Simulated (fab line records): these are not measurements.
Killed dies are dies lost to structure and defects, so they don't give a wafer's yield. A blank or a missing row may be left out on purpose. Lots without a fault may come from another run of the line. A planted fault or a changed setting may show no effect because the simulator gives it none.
Problem report, 8D (eight disciplines) form, completed by code || flow n5Finfet || the parts of the form that need people (team, actions taken, sign-off) are left out

1. WHAT IS WRONG
Mean of etchRfOnTimeS at N5_HKMG_FIN_ETCH_54: 88.9 s across 6 wafers in 2 lots; on wafers with no fault it is 75.5 s (standard deviation 1.1). Measured from the usual mean, that is +12 standard deviations.
The step: etches SiARC in CF4, target depth 45.5 nm, time 75.8 s.
Earliest sighting: wafer L771.2 on rieDiel-06 at day 7 16:26. Wafers with a number at this step in the record: 27, from 9 lots. By rule, "out" or "out of limits" means more than 4 standard deviations away from the usual mean. The other wafers with a number count as sound.

2. WHAT IT IS, WHAT IT ISN'T
{"question": "which readings at this step", "is": "etchRfOnTimeS", "is not": "oesProductAu, rfVppV, showerheadPlenumPTorr, throttleValvePct"}
{"question": "which lots", "is": "L771, L772", "is not": "L757, L763, L764, L774, L775, L776, L777"}
{"question": "which wafers of those lots", "is": "all that have a number", "is not": "-"}
{"question": "read on which tools", "is": "rieDiel-06", "is not": "rieDiel-03, rieDiel-05"}
{"question": "when", "is": "from day 7 16:26", "is not": "up to then (9 sound wafers); but 12 sound wafers of L774, L775, L776, L777 came after"}

3. THE SUSPECTS, EACH WITH WHAT RULES IT OUT
Counting: a tool at any process step up to the reading remains a suspect when it ran all the lots that are out and ran no sound lot after the first of those.
- rieDiel-06 at N5_HKMG_FIN_ETCH_54 (etches SiARC in CF4, target depth 45.5 nm, time 75.8 s): kept. Every lot that is out went through it, starting with L771 (day 7 16:26), and after that it ran no sound lot; the last sound lot it ran before then is L764 (day 5 21:02). Out on those wafers are its own readings of etchRfOnTimeS.
Remaining after the count: rieDiel-06 at N5_HKMG_FIN_ETCH_54.

4. THE CAUSE (what the simulator had put in)
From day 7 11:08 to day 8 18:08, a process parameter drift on rieDiel-06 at N5_HKMG_FIN_ETCH_54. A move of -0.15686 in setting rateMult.
After counting, this tool was the only one left.

5. THE EFFECT CHAIN, in route order
One row per reading whose mean, taken over the struck wafers that have a number, lies over 3 standard deviations from the usual. Only readings whose record carries a usual standard deviation are examined. hours: median over the lots of the time between each lot's start at the first step of this table that gives one and its start at this step. sigmas: the change, counted in usual standard deviations.
{"hours": 0, "step": "N5_HKMG_FIN_ETCH_54", "reading": "etchRfOnTimeS", "usual": "75.5 s", "on struck wafers": 88.9, "change": "+13.4", "sigmas": "+12"}
Its process steps:
- N5_HKMG_FIN_ETCH_54: etches SiARC in CF4, target depth 45.5 nm, time 75.8 s.
Later measuring or inspecting steps at which every struck wafer that the step has a row for has a number for every such reading, and none has moved that far: N5_BEOL_M4_RC_MEAS_101.

6. HOW IT WOULD HAVE BEEN CAUGHT EARLIER
In this record the first reading out of limits was taken at day 7 16:26, 5 hours after the fault began at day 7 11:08.
